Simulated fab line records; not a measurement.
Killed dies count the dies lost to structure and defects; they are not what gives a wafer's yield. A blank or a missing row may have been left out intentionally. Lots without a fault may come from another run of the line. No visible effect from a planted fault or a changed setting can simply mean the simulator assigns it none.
fab line records	flow n5Finfet
[record] lots = 6	wafers = 18	lastDay = 18
route steps=1938 shown SD_EPI_P@298 BEOL_M4@1111 PASSIVATION@1936
lots that met no fault: taken from a fault-free run of the same line
startH: the number of hours between the record's first day and the start of the first shown wafer of the lot	waitH: hours elapsed since this lot's preceding step	" the same as in the row above	L1.1+2: a row that stands for several wafers	- no value, or no start was given	* or withheld: withheld	< > ~ a bound
route shown NAME@n: NAME is a module with steps in the file, n the number in the route of the first one	usual: mean/standard deviation of fault-free wafers	same: alike in all rows	chamber/n: place in a boat	sites: per-site readings	_std_site: how widely they spread, as a standard deviation	_edge_site: outer sites' mean less inner sites'	radiusMm: for every site, how far away it sits from the centre of the wafer	mask NAME#n: copy n	behind: the most recent tool/chamber to have shaped the wafer	hold: reason for holding the lot/hours on hold/outcome of the hold	device: the transistor (n, p or np) that didn't switch	end of line: the same wafers' tests at the end of the route	a step given without rows: its recipe and nothing more	killed: dies that structure and defects cost at the first sort, which is not the same as the wafer's yield	map: shows each die of a wafer: x if killed, . if not, _ if none is there
set.NAME: the run value of the setting; set.NAME@STEP: its run value at that earlier step	model.NAME: the simulator's own value behind a step, which no gauge read
certain route steps with their lots: each step a table, each wafer a row
services: the hour from which a tool's chamber was out of use, counted from the record's first day as startH (under 0 if before that day), plus the number of hours and why
[[steps]]
[step N5_SD_EPI_P_EBR_05]
[recipe] solvent = PGMEA	ebrWidthMm = 1.5
[step N5_SD_EPI_P_SOFTBAKE_04]
[recipe] tempC = 110	timeS = 60	resist = CAR-ArF-block
[step N5_SD_EPI_P_EXPOSE_06]
[recipe] maskId = SD_P_BLK	na = 1.35	sourceShape = conventional	sigmaOuter = 0.8	polarization = unpolarized	targetCdNm = 240	doseMj = 39.5
[step N5_SD_EPI_P_PEB_07]
[recipe] pebTempC = 110	pebTimeS = 60	resist = CAR-ArF-block
[step N5_SD_EPI_P_DEVELOP_08]
[recipe] developTimeS = 30	developer = TMAH	resist = CAR-ArF-block	devTempC = 23	rinseLiquid = diw	dry = airSpin
[step N5_SD_EPI_P_CD_MEAS_09]
[recipe] targetCdNm = 240	landingEnergyEv = 500	detector = seInlens
[usual] cdNm = 239.4/0.8
[same] landingEnergyEv = 500
lot.wafer	tool	chamber	startH	waitH	cdNm
L976.1	cdSem-02	0	65.52	-	239.4
L976.4	"	0	"	"	238.6
L976.6	"	0	"	"	239.6
L984.2	cdSem-03	0	116.93	-	238.6
L984.4	"	0	"	"	239.2
L984.6	"	0	"	"	239.4
L987.2	cdSem-02	0	136.77	-	238.4
L987.3	"	0	"	"	240.0
L987.4	"	0	"	"	240.1
L992.1	cdSem-01	0	161.69	-	239.1
L992.2	"	0	"	"	238.1
L992.4	"	0	"	"	237.5
L993.1	cdSem-02	0	167.03	-	238.7
L993.2	"	0	"	"	238.8
L993.3	"	0	"	"	238.7
L997.1	cdSem-03	0	192.52	-	239.0
L997.3	"	0	"	"	238.8
L997.5	"	0	"	"	239.3
[step N5_SD_EPI_P_OVL_MEAS_10]
[recipe] pointsPerWafer = 44
[usual] SD_P_BLK_OVL = -0.2/0.88
lot.wafer	tool	chamber	startH	waitH	SD_P_BLK_OVL[nm]
L976.1	overlay-02	0	65.55	0.0	0.0
L976.4	"	0	"	"	0.8
L976.6	"	0	"	"	0.9
L984.2	overlay-01	0	116.96	0.0	0.8
L984.4	"	0	"	"	1.4
L984.6	"	0	"	"	1.3
L987.2	overlay-01	0	136.80	0.0	-0.4
L987.3	"	0	"	"	-1.5
L987.4	"	0	"	"	-0.5
L992.1	overlay-01	0	161.72	0.0	0.5
L992.2	"	0	"	"	0.9
L992.4	"	0	"	"	0.0
L993.1	overlay-02	0	167.06	0.0	0.4
L993.2	"	0	"	"	-1.2
L993.3	"	0	"	"	-1.2
L997.1	overlay-02	0	192.55	0.0	-1.0
L997.3	"	0	"	"	-0.9
L997.5	"	0	"	"	-1.1
[step N5_SD_EPI_P_INSPECT_11]
[recipe] mode = adi	inspectInstrument = macro
[usual] rawDefectCount = 2.2/1.4
lot.wafer	tool	chamber	startH	waitH	rawDefectCount
L976.1	defectInspect-01	-	65.57	0.0	5
L976.4	"	-	"	"	1
L976.6	"	-	"	"	3
L984.2	defectInspect-02	-	116.99	0.0	4
L984.4	"	-	"	"	2
L984.6	"	-	"	"	1
L987.2	defectInspect-02	-	136.82	0.0	1
L987.3	"	-	"	"	1
L987.4	"	-	"	"	2
L992.1	defectInspect-02	-	161.74	0.0	4
L992.2	"	-	"	"	2
L992.4	"	-	"	"	3
L993.1	defectInspect-01	-	167.08	0.0	2
L993.2	"	-	"	"	6
L993.3	"	-	"	"	2
L997.1	defectInspect-01	-	192.58	0.0	0
L997.3	"	-	"	"	1
L997.5	"	-	"	"	4
[step N5_SD_EPI_P_DESCUM_14]
[recipe] chemistry = O2	timeS = 7.9	sourcePowerW = 50	biasPowerW = 20	pressureMtorr = 20	rfFrequencyHz = 2.712e+07	tempC = 40	resist = CAR-ArF-block	o2FlowSccm = 225
[usual] biasPowerW = 19.99/0.055	drypumpMotorCurrentA = 5.7/0.59	o2FlowSccm = 225.1/0.66	oesProductAu = 0.79/0.11	rfVppV = 243.5/1.3	showerheadPlenumPTorr = 2.12/0.074	throttleValvePct = 20.36/0.23
lot.wafer	tool	chamber	startH	waitH	biasPowerW	drypumpMotorCurrentA	o2FlowSccm	oesProductAu	rfHoursCounterH	rfVppV	showerheadPlenumPTorr	throttleValvePct
L976.1	rieDiel-03	2	65.67	0.1	20.02	5.0	225.3	0.72	188	243.7	2.00	20.60
L976.4	"	0	"	"	19.95	5.9	224.7	0.70	-	242.7	1.97	20.32
L976.6	"	2	"	"	20.02	5.1	225.6	0.72	-	242.1	2.01	20.61
L984.2	rieDiel-06	3	117.02	0.0	20.07	6.0	225.3	0.78	122	243.4	2.11	20.20
L984.4	"	3	"	"	20.12	6.0	224.1	0.79	-	244.6	2.11	20.21
L984.6	"	0	"	"	19.88	5.9	226.2	0.99	-	244.6	2.17	20.34
L987.2	rieDiel-06	0	136.86	0.0	20.07	5.9	225.4	0.95	9	245.2	2.17	20.36
L987.3	"	2	"	"	20.00	5.5	225.4	0.97	3	241.8	2.06	19.88
L987.4	"	3	"	"	20.00	6.0	225.6	0.79	129	243.2	2.10	20.23
L992.1	rieDiel-03	0	161.77	0.0	20.12	5.9	225.1	1.00	3	246.0	2.23	20.09
L992.2	"	1	"	"	20.06	5.4	225.7	0.75	184	244.3	2.18	20.55
L992.4	"	0	"	"	20.06	5.9	225.1	1.00	-	244.9	2.23	20.07
L993.1	rieDiel-04	2	167.11	0.0	19.99	5.4	224.8	0.90	22	245.9	2.23	20.21
L993.2	"	1	"	"	20.07	4.7	224.9	0.70	246	243.4	2.15	20.22
L993.3	"	3	"	"	19.97	5.5	224.4	0.90	16	244.0	2.13	19.97
L997.1	rieDiel-06	2	192.61	0.0	19.92	5.5	224.4	0.91	19	243.6	2.05	19.92
L997.3	"	1	"	"	20.05	6.8	224.8	0.69	213	244.4	2.15	20.53
L997.5	"	0	"	"	19.99	5.9	224.9	0.90	-	244.2	2.16	20.38
[step N5_SD_EPI_P_ETCH_36]
[recipe] chemistry = CF4	target = SiARC	targetDepthA = 455	maskMaterial = CAR-ArF-block	timeS = 75.8	ionEnergyEv = 80	pressureMtorr = 40	sourceW = 545	biasW = 36	Ar_flow_sccm = 100	cf4FlowSccm = 100	ends = cleared
[usual] biasW = 36.01/0.11	drypumpMotorCurrentA = 5.7/0.59	etchRfOnTimeS = 75.5/1.3	oesProductAu = 0.68/0.089	rfVppV = 184.4/1.1	showerheadPlenumPTorr = 2.17/0.069	throttleValvePct = 15.55/0.22
lot.wafer	tool	chamber	startH	waitH	biasW	drypumpMotorCurrentA	etchRfOnTimeS	oesProductAu	rfHoursCounterH	rfVppV	showerheadPlenumPTorr	throttleValvePct
L976.1	rieDiel-03	2	65.70	0.0	36.00	5.1	77.4	0.61	188	184.5	2.06	15.79
L976.4	"	0	"	"	36.04	5.8	74.3	0.59	-	181.9	2.04	15.68
L976.6	"	2	"	"	36.06	5.1	76.8	0.62	-	183.4	2.06	15.78
L984.2	rieDiel-06	3	117.05	0.0	36.08	6.0	75.8	0.68	122	184.9	2.16	15.48
L984.4	"	3	"	"	36.18	6.0	75.1	0.68	-	184.0	2.16	15.47
L984.6	"	0	"	"	35.83	5.9	76.3	0.83	-	183.2	2.19	15.25
L987.2	rieDiel-06	0	136.89	0.0	35.75	5.9	76.0	0.81	9	185.3	2.19	15.26
L987.3	"	2	"	"	36.07	5.5	74.0	0.83	3	183.8	2.11	15.10
L987.4	"	3	"	"	35.84	6.0	75.7	0.67	129	183.6	2.15	15.52
L992.1	rieDiel-03	0	161.81	0.0	36.00	5.9	73.1	0.87	3	184.1	2.28	15.26
L992.2	"	1	"	"	36.00	5.4	75.8	0.64	184	183.5	2.21	15.66
L992.4	"	0	"	"	35.85	5.9	73.0	0.86	-	184.9	2.28	15.26
L993.1	rieDiel-04	2	167.15	0.0	35.91	5.4	74.3	0.78	22	185.7	2.27	15.36
L993.2	"	1	"	"	36.09	4.6	74.9	0.60	246	185.0	2.20	15.45
L993.3	"	3	"	"	35.92	5.5	75.2	0.77	16	183.5	2.19	15.21
L997.1	rieDiel-06	2	192.65	0.0	35.94	5.5	73.9	0.78	19	184.3	2.11	15.12
L997.3	"	1	"	"	35.89	6.8	76.2	0.59	213	185.5	2.20	15.84
L997.5	"	0	"	"	36.03	5.9	76.5	0.77	-	183.3	2.18	15.33
[step N5_SD_EPI_P_ETCH_37]
[recipe] chemistry = N2/H2	target = SOC	overetchA = 1080	maskMaterial = SiARC	tempC = 40	ionEnergyEv = 100	sourceW = 3000	biasW = 133	pressureMtorr = 20	timeS = 486	n2FlowSccm = 200	h2FlowSccm = 200	ends = endPoint
[usual] biasW = 133.1/0.36	drypumpMotorCurrentA = 5.7/0.59	oesProductAu = 0.71/0.088	rfVppV = 241.0/1.5	showerheadPlenumPTorr = 2.57/0.093	throttleValvePct = 23.80/0.27
lot.wafer	tool	chamber	startH	waitH	biasW	drypumpMotorCurrentA	oesProductAu	rfHoursCounterH	rfVppV	showerheadPlenumPTorr	throttleValvePct
L976.1	rieDiel-03	2	65.76	0.0	132.4	5.1	0.66	188	238.5	2.42	23.76
L976.4	"	0	"	"	133.2	5.9	0.62	-	238.4	2.38	23.54
L976.6	"	2	"	"	133.0	5.1	0.66	-	239.8	2.42	23.77
L984.2	rieDiel-06	3	117.11	0.0	133.7	6.0	0.71	122	242.1	2.56	23.59
L984.4	"	3	"	"	133.8	6.0	0.71	-	240.5	2.56	23.59
L984.6	"	0	"	"	132.5	5.9	0.87	-	240.4	2.62	23.76
L987.2	rieDiel-06	0	136.95	0.0	132.8	5.9	0.85	9	242.2	2.62	23.77
L987.3	"	2	"	"	133.1	5.5	0.85	3	241.0	2.51	23.29
L987.4	"	3	"	"	132.7	6.0	0.70	130	240.5	2.56	23.59
L992.1	rieDiel-03	0	161.87	0.0	133.0	5.9	0.88	3	242.9	2.69	23.43
L992.2	"	1	"	"	132.9	5.4	0.67	184	241.9	2.65	24.26
L992.4	"	0	"	"	132.8	5.9	0.88	-	242.9	2.69	23.42
L993.1	rieDiel-04	2	167.20	0.0	133.2	5.4	0.81	22	241.8	2.70	23.73
L993.2	"	1	"	"	133.2	4.7	0.62	246	240.8	2.61	23.76
L993.3	"	3	"	"	133.9	5.5	0.80	16	240.5	2.61	23.47
L997.1	rieDiel-06	2	192.70	0.0	133.3	5.5	0.81	19	240.1	2.50	23.31
L997.3	"	1	"	"	133.0	6.8	0.62	213	242.8	2.63	24.32
L997.5	"	0	"	"	133.4	5.9	0.81	-	242.5	2.61	23.77
[step N5_SD_EPI_P_STRIP_38]
[recipe] chemistry = N2/H2	tempC = 40	n2FlowSccm = 200	h2FlowSccm = 200	rfFrequencyHz = 6e+07
[step N5_SD_EPI_P_ETCHBACK_46]
[recipe] chemistry = CH3F/O2	mode = anisotropicEtchback	target = SiNx	targetDepthA = 175	stopOn = SiO2	overEtchFrac = 0.3	ionEnergyEv = 120	pressureMtorr = 30	sourceW = 395	biasW = 73	Ar_flow_sccm = 150	CH3F_flow_sccm = 30	O2_flow_sccm = 20
[usual] biasW = 73.01/0.23	drypumpMotorCurrentA = 5.7/0.59	oesProductAu = 0.68/0.084	overEtchFrac = 0.3/0	rfVppV = 297/5.6	showerheadPlenumPTorr = 2.03/0.07	throttleValvePct = 16.30/0.2
lot.wafer	tool	chamber	startH	waitH	biasW	drypumpMotorCurrentA	oesProductAu	overEtchFrac	rfHoursCounterH	rfVppV	showerheadPlenumPTorr	throttleValvePct
L976.1	rieDiel-03	2	66.08	0.0	73.17	5.0	0.63	0.3	188	303	1.91	16.51
L976.4	"	0	"	"	72.86	5.9	0.59	0.3	-	292	1.89	16.39
L976.6	"	2	"	"	73.31	5.0	0.62	0.3	-	306	1.91	16.50
L984.2	rieDiel-06	3	117.43	0.0	73.13	6.0	0.68	0.27679	122	297	2.01	16.20
L984.4	"	3	"	"	73.21	5.9	0.68	0.27679	-	296	2.01	16.22
L984.6	"	0	"	"	73.12	5.9	0.83	0.3	-	306	2.06	16.12
L987.2	rieDiel-06	0	137.27	0.0	72.97	5.9	0.80	0.3	9	306	2.06	16.12
L987.3	"	2	"	"	73.26	5.5	0.81	0.3	3	298	1.98	15.86
L987.4	"	3	"	"	72.85	5.9	0.68	0.27679	130	296	2.01	16.20
L992.1	rieDiel-03	0	162.19	0.0	72.97	5.8	0.85	0.3	3	296	2.14	16.01
L992.2	"	1	"	"	72.75	5.4	0.64	0.3	184	304	2.06	16.37
L992.4	"	0	"	"	72.98	5.8	0.85	0.3	-	296	2.14	16.01
L993.1	rieDiel-04	2	167.53	0.0	73.05	5.4	0.77	0.3	22	293	2.13	16.14
L993.2	"	1	"	"	73.02	4.7	0.59	0.3	246	296	2.07	16.24
L993.3	"	3	"	"	72.98	5.5	0.76	0.3	16	300	2.05	15.98
L997.1	rieDiel-06	2	193.03	0.0	73.00	5.5	0.77	0.3	19	296	1.97	15.89
L997.3	"	1	"	"	73.12	6.8	0.59	0.3	213	292	2.05	16.52
L997.5	"	0	"	"	73.47	5.9	0.77	0.3	-	304	2.06	16.16
[step N5_SD_EPI_P_ETCH_47]
[recipe] chemistry = CH3F/O2	target = SiOCN	targetDepthA = 250	maskMaterial = SOC	ionEnergyEv = 60	biasW = 29	pressureMtorr = 30	sourceW = 410	Ar_flow_sccm = 150	CH3F_flow_sccm = 30	O2_flow_sccm = 20
[usual] biasW = 29.00/0.085	drypumpMotorCurrentA = 5.7/0.59	oesProductAu = 0.79/0.1	rfVppV = 127.3/2.3	showerheadPlenumPTorr = 2.03/0.07	throttleValvePct = 16.27/0.2
lot.wafer	tool	chamber	startH	waitH	biasW	drypumpMotorCurrentA	oesProductAu	rfHoursCounterH	rfVppV	showerheadPlenumPTorr	throttleValvePct
L976.1	rieDiel-03	2	66.18	0.1	29.11	5.1	0.73	188	129.6	1.91	16.47
L976.4	"	0	"	"	28.95	5.8	0.69	-	125.0	1.89	16.38
L976.6	"	2	"	"	28.94	5.1	0.73	-	129.9	1.92	16.49
L984.2	rieDiel-06	3	117.53	0.1	28.90	5.9	0.80	122	127.6	2.01	16.17
L984.4	"	3	"	"	28.95	5.9	0.79	-	126.8	2.01	16.18
L984.6	"	0	"	"	28.97	5.9	0.99	-	129.8	2.07	16.09
L987.2	rieDiel-06	0	137.37	0.1	28.91	5.9	0.95	9	130.8	2.06	16.11
L987.3	"	2	"	"	28.90	5.5	0.96	3	126.9	1.97	15.82
L987.4	"	3	"	"	29.00	6.0	0.79	130	126.8	2.01	16.18
L992.1	rieDiel-03	0	162.29	0.1	29.16	5.8	1.00	3	127.3	2.14	15.98
L992.2	"	1	"	"	28.99	5.4	0.74	184	127.8	2.06	16.34
L992.4	"	0	"	"	28.88	5.8	1.00	-	126.5	2.14	15.98
L993.1	rieDiel-04	2	167.63	0.1	28.96	5.4	0.91	22	125.9	2.13	16.11
L993.2	"	1	"	"	29.12	4.7	0.69	246	126.9	2.07	16.23
L993.3	"	3	"	"	29.02	5.5	0.91	16	128.7	2.05	15.96
L997.1	rieDiel-06	2	193.13	0.1	28.88	5.5	0.91	19	126.3	1.97	15.86
L997.3	"	1	"	"	28.87	6.8	0.69	213	126.2	2.05	16.50
L997.5	"	0	"	"	28.96	5.9	0.91	-	129.9	2.06	16.14
[step N5_BEOL_M4_RC_MEAS_101]
[usual] DIBL_N = 36.3/1.7	DIBL_P = 36.0/1.9	IOFF_N = 0.156/0.028	IOFF_P = 0.21/0.036	ION_N = 675/11	ION_P = 463/7.8	SS_N = 71.6/0.59	SS_P = 73.2/0.63	VT_N = 250/3.1	VT_P = -251/3.4
lot.wafer	tool	chamber	startH	waitH	DIBL_N[mV/V]	DIBL_P[mV/V]	IOFF_N[nA/um]	IOFF_P[nA/um]	ION_N[uA/um]	ION_P[uA/um]	SS_N[mV/dec]	SS_P[mV/dec]	VT_N[mV]	VT_P[mV]
L976.1	prober-01	0	175.31	0.0	36.7	36.8	0.170	0.22	666	459	72.7	73.6	250	-250
L976.4	"	0	"	"	35.6	35.7	0.141	0.20	663	459	71.8	73.7	249	-252
L976.6	"	0	"	"	37.9	37.3	0.186	0.23	663	457	73.1	73.9	251	-252
L984.2	prober-02	0	227.38	0.2	35.1	35.8	0.126	0.16	648	447	71.6	72.8	253	-258
L984.4	"	0	"	"	35.5	36.1	0.138	0.17	669	457	71.3	72.8	253	-253
L984.6	"	0	"	"	34.0	33.5	0.118	0.14	659	449	71.3	71.7	255	-256
L987.2	prober-02	0	250.99	0.2	37.2	36.5	0.176	0.27	687	484	71.7	74.4	247	-242
L987.3	"	0	"	"	41.3	41.8	0.272	0.39	691	484	73.4	75.3	241	-239
L987.4	"	0	"	"	37.8	36.2	0.183	0.25	695	480	72.4	73.2	247	-249
L992.1	prober-01	0	272.16	0.0	36.4	37.0	0.159	0.21	678	465	71.9	73.8	250	-251
L992.2	"	0	"	"	38.9	38.0	0.211	0.24	691	471	72.3	73.8	246	-248
L992.4	"	0	"	"	36.6	36.1	0.149	0.19	677	463	71.8	73.3	250	-251
L993.1	prober-02	0	280.27	0.0	36.1	35.6	0.148	0.19	678	459	71.6	73.5	251	-254
L993.2	"	0	"	"	35.2	34.8	0.142	0.19	672	459	70.8	73.3	251	-251
L993.3	"	0	"	"	37.6	37.7	0.175	0.23	683	466	71.3	74.0	248	-252
L997.1	prober-01	0	320.07	0.0	39.5	37.7	0.194	0.27	682	475	71.8	74.2	247	-243
L997.3	"	0	"	"	38.9	37.6	0.184	0.26	681	471	71.8	73.9	247	-244
L997.5	"	0	"	"	37.0	35.2	0.149	0.22	663	461	71.9	72.4	250	-247
[step N5_PASSIVATION_PROBE_49]
[usual] defectLimitedYield = 91.5/1.5	killed_at_M0_to_M3 = 30/11	killed_at_M4_up = 13/4.9	killedAtContacts = 14/6.5	killedAtFrontEnd = 40/11	killedAtOther = 3.3/2.7	killedDies = 100/18	killedOpen = 67/14	killedShort = 32/7.8	sort_bin_4_leakage = 0.00/0.0073	sort_bin_5_function = 5.0/0.97	sort_bin_6_memory = 3.2/0.75	sort_bin_8_speed = 0.00/0.01	sortNPass = 1080/18	sortYieldPct = 91.5/1.5
[same] grossDies = 1180	killedAtBackSide = 0
lot.wafer	tool	chamber	startH	waitH	defectLimitedYield[%]	killed_at_M0_to_M3	killed_at_M4_up	killedAtContacts	killedAtFrontEnd	killedAtOther	killedDies	killedOpen	killedShort	sort_bin_4_leakage[%]	sort_bin_5_function[%]	sort_bin_6_memory[%]	sort_bin_8_speed[%]	sortNPass	sortYieldPct[%]
L976.1	prober-02	-	283.21	0.0	92.8	23	8	17	34	3	85	60	24	0	4.3	2.5	0	1095	92.8
L976.4	prober-02	-	283.36	0.2	92.0	23	13	8	49	1	94	62	29	0	4.6	3.2	0	1086	92.0
L976.6	prober-02	-	283.46	0.3	92.5	23	11	10	43	2	89	57	29	0	4.2	3.1	0	1091	92.5
L984.2	prober-02	-	333.26	0.1	91.3	22	10	14	54	3	103	65	37	0	4.8	3.6	0.08	1076	91.2
L984.4	prober-02	-	333.36	0.2	90.8	35	13	9	49	3	109	73	36	0	5.1	3.9	0	1071	90.8
L984.6	prober-02	-	333.46	0.3	90.2	23	10	15	65	3	116	74	42	0	5.8	3.6	0	1064	90.2
L987.2	prober-01	-	371.04	0.1	91.3	26	7	23	46	1	103	79	24	0	5.1	3.6	0	1077	91.3
L987.3	prober-01	-	371.09	0.1	92.5	16	9	15	48	1	89	60	29	0.08	4.8	2.4	0	1090	92.4
L987.4	prober-01	-	371.14	0.2	91.2	28	10	23	43	0	104	61	30	0	4.2	3.3	0	1076	91.2
L992.1	prober-01	-	379.45	0.0	94.7	20	8	10	24	1	63	43	20	0	3.1	2.1	0	1117	94.7
L992.2	prober-01	-	379.50	0.1	92.0	27	9	10	48	0	94	56	30	0	4.0	3.1	0	1086	92.0
L992.4	prober-01	-	379.60	0.2	92.7	21	7	5	51	2	86	53	33	0	4.7	2.5	0	1094	92.7
L993.1	prober-01	-	384.91	0.0	91.9	41	11	20	23	1	96	72	24	0	4.5	3.2	0	1084	91.9
L993.2	prober-01	-	384.96	0.1	93.4	25	8	11	33	1	78	55	22	0	4.0	2.2	0	1102	93.4
L993.3	prober-01	-	385.01	0.1	91.0	39	12	16	39	0	106	82	23	0	4.9	3.9	0	1074	91.0
L997.1	prober-02	-	422.72	0.0	90.6	43	10	2	55	1	111	80	31	0	6.4	2.8	0	1069	90.6
L997.3	prober-02	-	422.82	0.1	91.6	18	13	3	65	0	99	66	33	0	4.7	3.1	0	1081	91.6
L997.5	prober-02	-	422.92	0.2	90.4	39	19	9	45	1	113	83	27	0	6.3	3.1	0	1067	90.4
// killed by level:class
L976.1 MOL_CONTACT_COAG:geometricParticle:open=13 FIN_SAQP:geometricParticle:open=10 FIN_SAQP:geometricParticle:short=8 BEOL_M4:geometricParticle:open=7 BEOL_M0_SAQP:geometricParticle:open=5 BEOL_M2:geometricParticle:open=5 STI_FIN_REVEAL:geometricParticle:open=4 DUMMY_GATE:geometricParticle:open=4
L976.4 FIN_SAQP:geometricParticle:short=15 FIN_SAQP:geometricParticle:open=10 STI_FIN_REVEAL:geometricParticle:open=9 BEOL_M0_SAQP:geometricParticle:short=8 DUMMY_GATE:geometricParticle:open=7 MOL_CONTACT_COAG:geometricParticle:open=7 BEOL_M4:geometricParticle:open=5 BEOL_M1:geometricParticle:open=4
L976.6 FIN_SAQP:geometricParticle:short=13 STI_FIN_REVEAL:geometricParticle:open=11 MOL_CONTACT_COAG:geometricParticle:open=9 FIN_SAQP:geometricParticle:open=6 BEOL_M1:geometricParticle:open=6 BEOL_M3:geometricParticle:open=6 DUMMY_GATE:geometricParticle:open=3 STARTING-WAFER:geometricParticle:short=3
L984.2 FIN_SAQP:geometricParticle:open=16 MOL_CONTACT_COAG:geometricParticle:open=10 BEOL_M1:geometricParticle:open=8 FIN_SAQP:geometricParticle:short=7 STI_FIN_REVEAL:geometricParticle:open=6 ILD0:geometricParticle:short=5 GATE_CUT:geometricParticle:open=5 BEOL_M0_SAQP:geometricParticle:short=5
L984.4 FIN_SAQP:geometricParticle:open=24 FIN_SAQP:geometricParticle:short=17 BEOL_M2:geometricParticle:open=15 BEOL_M1:geometricParticle:open=8 MOL_CONTACT_COAG:geometricParticle:short=7 BEOL_M0_SAQP:geometricParticle:short=5 BEOL_M5:geometricParticle:open=4 STI_FIN_REVEAL:geometricParticle:open=4
L984.6 FIN_SAQP:geometricParticle:open=34 FIN_SAQP:geometricParticle:short=17 MOL_CONTACT_COAG:geometricParticle:open=10 BEOL_M0_SAQP:geometricParticle:short=9 MOL_CONTACT_COAG:geometricParticle:short=5 BEOL_M3:geometricParticle:open=5 BEOL_M4:geometricParticle:open=5 STI_FIN_REVEAL:geometricParticle:open=4
L987.2 MOL_CONTACT_COAG:geometricParticle:open=19 FIN_SAQP:geometricParticle:open=12 STI_FIN_REVEAL:geometricParticle:open=11 BEOL_M1:geometricParticle:open=11 DUMMY_GATE:geometricParticle:open=6 STARTING-WAFER:geometricParticle:open=5 FIN_SAQP:geometricParticle:short=4 MOL_CONTACT_COAG:geometricParticle:short=4
L987.3 MOL_CONTACT_COAG:geometricParticle:open=11 DUMMY_GATE:geometricParticle:open=9 FIN_SAQP:geometricParticle:open=8 FIN_SAQP:geometricParticle:short=7 BEOL_M4:geometricParticle:open=5 STI_FIN_REVEAL:geometricParticle:open=4 DUMMY_GATE:geometricParticle:short=4 MOL_CONTACT_COAG:geometricParticle:short=4
L987.4 MOL_CONTACT_COAG:geometricParticle:open=13 HKMG_FIN:areaEtch=13 STI_FIN_REVEAL:geometricParticle:open=10 MOL_CONTACT_COAG:geometricParticle:short=10 BEOL_M2:geometricParticle:open=9 BEOL_M0_SAQP:geometricParticle:open=5 FIN_SAQP:geometricParticle:open=4 FIN_SAQP:geometricParticle:short=4
L992.1 MOL_CONTACT_COAG:geometricParticle:open=8 FIN_SAQP:geometricParticle:short=4 STI_FIN_REVEAL:geometricParticle:open=4 BEOL_M1:geometricParticle:open=4 BEOL_M2:geometricParticle:open=4 BEOL_M3:geometricParticle:open=4 DUMMY_GATE:geometricParticle:open=3 GATE_CUT:geometricParticle:short=3
L992.2 FIN_SAQP:geometricParticle:open=11 MOL_CONTACT_COAG:geometricParticle:open=8 BEOL_M3:geometricParticle:open=8 HKMG_FIN:areaEtch=7 DUMMY_GATE:geometricParticle:open=6 FIN_SAQP:geometricParticle:short=5 BEOL_M1:geometricParticle:open=5 STARTING-WAFER:geometricParticle:short=5
L992.4 FIN_SAQP:geometricParticle:short=8 STI_FIN_REVEAL:geometricParticle:open=6 DUMMY_GATE:geometricParticle:open=6 BEOL_M2:geometricParticle:open=5 FIN_SAQP:geometricParticle:open=4 GATE_CUT:geometricParticle:short=4 GATE_CUT:geometricParticle:open=4 BEOL_M3:geometricParticle:open=4
L993.1 MOL_CONTACT_COAG:geometricParticle:open=18 BEOL_M3:geometricParticle:open=11 FIN_SAQP:geometricParticle:open=9 BEOL_M0_SAQP:geometricParticle:short=9 BEOL_M0_SAQP:geometricParticle:open=7 FIN_SAQP:geometricParticle:short=6 BEOL_M1:geometricParticle:open=5 BEOL_M2:geometricParticle:open=5
L993.2 BEOL_M2:geometricParticle:open=13 MOL_CONTACT_COAG:geometricParticle:open=9 STI_FIN_REVEAL:geometricParticle:open=7 DUMMY_GATE:geometricParticle:open=5 BEOL_M1:geometricParticle:open=5 FIN_SAQP:geometricParticle:short=4 FIN_SAQP:geometricParticle:open=3 STI_FIN_REVEAL:geometricParticle:short=3
L993.3 BEOL_M1:geometricParticle:open=22 MOL_CONTACT_COAG:geometricParticle:open=16 FIN_SAQP:geometricParticle:open=11 FIN_SAQP:geometricParticle:short=7 GATE_CUT:geometricParticle:short=5 BEOL_M2:geometricParticle:open=5 DUMMY_GATE:geometricParticle:open=4 BEOL_M3:geometricParticle:open=4
L997.1 STI_FIN_REVEAL:geometricParticle:open=28 BEOL_M0:geometricParticle:open=10 BEOL_M0_SAQP:geometricParticle:open=9 BEOL_M0_SAQP:geometricParticle:short=8 GATE_CUT:geometricParticle:short=7 BEOL_M1:geometricParticle:open=6 BEOL_M2:geometricParticle:open=5 STI_FIN_REVEAL:geometricParticle:short=4
L997.3 STI_FIN_REVEAL:geometricParticle:open=27 BEOL_M4:geometricParticle:open=9 STI_FIN_REVEAL:geometricParticle:short=7 BEOL_M0_SAQP:geometricParticle:short=6 GATE_CUT:geometricParticle:short=6 FIN_SAQP:geometricParticle:short=5 BEOL_M0_SAQP:geometricParticle:open=5 STARTING-WAFER:geometricParticle:open=5
L997.5 STI_FIN_REVEAL:geometricParticle:open=22 BEOL_M4:geometricParticle:open=10 BEOL_M0_SAQP:geometricParticle:open=9 BEOL_M1:geometricParticle:open=9 MOL_CONTACT_COAG:geometricParticle:open=7 BEOL_M0_SAQP:geometricParticle:short=6 FIN_SAQP:geometricParticle:open=5 BEOL_M0:geometricParticle:open=5
[[services]]
tool	chamber	startH	hours	kind
rieDiel-04	0	51.32	-	clean
rieDiel-04	0	51.32	-	consumableReplace:focusRing
rieDiel-04	0	51.32	13.0	scheduledDown
rieDiel-04	0	51.32	13.0	ventCycle
rieDiel-03	1	59.88	17.3	repair
rieDiel-03	2	70.11	5.4	repair
rieDiel-06	0	95.13	-	clean
rieDiel-06	0	95.13	-	consumableReplace:focusRing
rieDiel-06	0	95.13	16.2	scheduledDown
rieDiel-06	0	95.13	16.2	ventCycle
rieDiel-06	3	104.73	4.3	repair
rieDiel-03	3	109.89	-	clean
rieDiel-03	3	109.89	-	consumableReplace:focusRing
rieDiel-03	3	109.89	-	consumableReplace:showerhead
rieDiel-06	2	111.69	-	clean
rieDiel-06	2	111.69	-	consumableReplace:focusRing
rieDiel-06	2	111.69	13.6	scheduledDown
rieDiel-06	2	111.69	13.6	ventCycle
rieDiel-03	0	128.83	-	clean
rieDiel-03	0	128.83	-	consumableReplace:focusRing
rieDiel-03	0	128.83	-	consumableReplace:showerhead
rieDiel-03	0	128.83	26.8	scheduledDown
rieDiel-03	0	128.83	26.8	ventCycle
rieDiel-04	1	179.78	2.1	repair
[[key]]
[firstSign] step = N5_SD_EPI_P_ETCHBACK_46	reading = overEtchFrac	direction = down	sigmas = 99+	usual = 0.3	struck = 0.27679
effect none on later readings
metAt N5_SD_EPI_P_ETCHBACK_46
struckWafers L984.2,L984.4,L987.4
[baselineLoss] step = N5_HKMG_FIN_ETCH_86	wafers = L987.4
[fault] kind = processParameterDrift	tool = rieDiel-06	chamber = 3	onsetH = 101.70	steps = N5_SD_EPI_P_ETCHBACK_46	channel = overEtchFrac	offset = -0.023214	shape = step	endH = 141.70	actsIn = theseRecipesOnly	stated = 0.3
// baselineLoss: these wafers lose ten dies or more at that step, a loss of the line's own and not of a fault; the sort's usual values leave them out
